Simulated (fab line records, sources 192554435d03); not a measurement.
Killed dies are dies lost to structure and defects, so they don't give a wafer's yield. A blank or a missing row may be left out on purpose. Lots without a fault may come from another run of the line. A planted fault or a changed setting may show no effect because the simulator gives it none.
Problem report in the 8D (eight disciplines) form, filled by code | flow n5_finfet | the parts of the form that need people (team, actions taken, sign-off) are left out

1. THE PROBLEM
run_length_s at N5_BEOL_M10_VIA_ETCH_34 reads a mean of 106.0 s on 3 wafers of 3 lots; wafers without a fault read 92.2 s with a standard deviation of 0.54. That is +26 standard deviations from the usual mean.
The step: etches SiCOH lowk in C4F6/O2, target depth 184.5 nm, time 69.2 s.
First seen on wafer L451.6, day 13 00:50, on rie_diel-01. The record holds 30 wafers of 11 lots with a number at this step. Rule for "out", or "out of limits": more than 4 standard deviations from the usual mean. The other wafers with a number count as sound.

2. WHAT IT IS AND WHAT IT IS NOT
question                    | is                     | is not
which readings at this step | run_length_s           | drypump_motor_current_A, rf_vpp_V, showerhead_plenum_p_Torr, throttle_valve_pct
which lots                  | L450, L451, L454       | L442, L443, L445, L448, L449, L460, L462, L465
which wafers of those lots  | L450.4, L451.6, L454.4 | L450.1, L451.3, L454.1
read on which tools         | rie_diel-01            | rie_diel-03, rie_diel-04
when                        | from day 13 00:50      | up to then (16 sound wafers); but 11 sound wafers of L450, L454, L460, L462, L465 came after

3. SUSPECTS, AND WHAT RULES EACH OUT
Counting: a tool at a process step up to the reading stays a suspect if it ran every lot that is out. Sound lots after the first of them don't rule it out here, since some wafers of a struck lot are sound.
- rie_diel-01 at N5_BEOL_M10_VIA_ETCH_34 (etches SiCOH lowk in C4F6/O2, target depth 184.5 nm, time 69.2 s): kept. It ran every lot that is out, first L451 (day 13 00:50); its last sound lot up to then is L448 (day 12 00:46). Its own readings are out on those wafers: run_length_s.
Left after counting: rie_diel-01 at N5_BEOL_M10_VIA_ETCH_34.

4. THE CAUSE (what the simulator had put in)
Process parameter drift: rie_diel-01, from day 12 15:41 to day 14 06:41, at N5_BEOL_M10_VIA_ETCH_34. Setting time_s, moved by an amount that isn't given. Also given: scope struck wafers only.
Counting left only this tool.

5. THE CHAIN OF EFFECTS, in route order
Each row: a reading whose mean over the struck wafers that have a number lies more than 3 standard deviations from the usual. Only readings for which the record gives a usual standard deviation are gone through. hours: the time from each lot's start at the first step in this table that gives one to its start at this step, as a median over the lots. sigmas: the change in usual standard deviations.
hours | step                    | reading      | usual  | on struck wafers | change | sigmas
0     | N5_BEOL_M10_VIA_ETCH_34 | run_length_s | 92.2 s | 106.0            | +13.8  | +26
The process steps in it:
- N5_BEOL_M10_VIA_ETCH_34: etches SiCOH lowk in C4F6/O2, target depth 184.5 nm, time 69.2 s.

6. WHAT WOULD HAVE CAUGHT IT SOONER
In this record the first reading out of limits was taken at day 13 00:50, 9 hours after the fault began at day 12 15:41.
